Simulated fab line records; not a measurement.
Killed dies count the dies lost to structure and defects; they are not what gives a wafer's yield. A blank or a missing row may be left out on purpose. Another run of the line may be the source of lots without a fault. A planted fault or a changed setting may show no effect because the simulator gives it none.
One fault through the eyes of 2 desks -- flow nand harc -- each desk has only its own numbers; what lay behind them comes last

== AT THE METROLOGY DESK ==
What the gauges read, lot by lot, whatever tool the lot ran on: means of the sampled wafers that have a number. A lot is out of limits, marked OUT, if its mean lies more than 4 standard deviations from the usual mean; the brackets give that distance.
Columns: A = cd nm at NHARC_P_ZERO_WELL_CD_MEAS_37, usual 720.3 nm
lot,first seen here,A
L793,day 2 03:59,721.1
L794,day 2 10:16,720.2
L795,day 2 16:16,718.0
L799,day 3 16:07,719.3
L800,day 3 22:07,720.3
L801,day 4 04:13,722.7
L804,day 4 22:05,719.4
L805,day 5 04:08,720.5
L806,day 5 10:14,719.2
L811,day 6 16:02,728.5
L812,day 6 22:14,728.8
L814,day 7 10:07,729.6 (+4.2) OUT
This desk's verdict: out of limits on L814, starting with L814 at day 7 10:07 (cd nm at NHARC_P_ZERO_WELL_CD_MEAS_37). L793, L794, L795, L799, L800, L801, L804, L805, L806, L811, L812 stayed within limits.

== AT THE TOOL OWNER'S DESK: litho track-03 ==
The tool's own readings at NHARC_P_ZERO_WELL_PEB_35 (peb time 85 s): means of the sampled wafers that have a number, for each lot that ran on this tool. A lot is out of limits, marked OUT, if its mean lies more than 4 standard deviations from the usual mean; the brackets give that distance.
Columns: A = heater power total W at NHARC_P_ZERO_WELL_PEB_35, usual 163.96 W; B = plate temp C at NHARC_P_ZERO_WELL_PEB_35, usual 118.03 C
lot,first seen here,A,B
L801,day 4 04:08,163.73,118.03
L805,day 5 04:02,163.99,117.97
L811,day 6 15:56,178.84 (+60) OUT,125.88 (+65) OUT
L812,day 6 22:08,178.40 (+58) OUT,125.95 (+66) OUT
L814,day 7 10:01,178.39 (+58) OUT,125.74 (+64) OUT
This desk's verdict: out of limits on L811, L812, L814, starting with L811 at day 6 15:56 (heater power total W at NHARC_P_ZERO_WELL_PEB_35). L801, L805 stayed within limits.

== TAKEN TOGETHER ==
At day 6 15:56, on L811, L812, L814, the tool owner's desk was in a position to raise an alarm.
An alarm was possible from the metrology desk at day 7 10:07, on L814.
The metrology desk holds a record of L811, L812, inside its limits.
NHARC_P_ZERO_WELL_PEB_35 was run on litho track-03 by each of the lots named.

== WHAT THE SIMULATOR HAD INSERTED ==
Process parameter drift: litho track-03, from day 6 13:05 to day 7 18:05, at NHARC_P_ZERO_WELL_PEB_35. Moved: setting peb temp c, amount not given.
Struck lots among those shown: L811, L812, L814.
Hours from the fault's start to each desk's first reading out of limits: the tool owner's desk, 3; the metrology desk, 21.
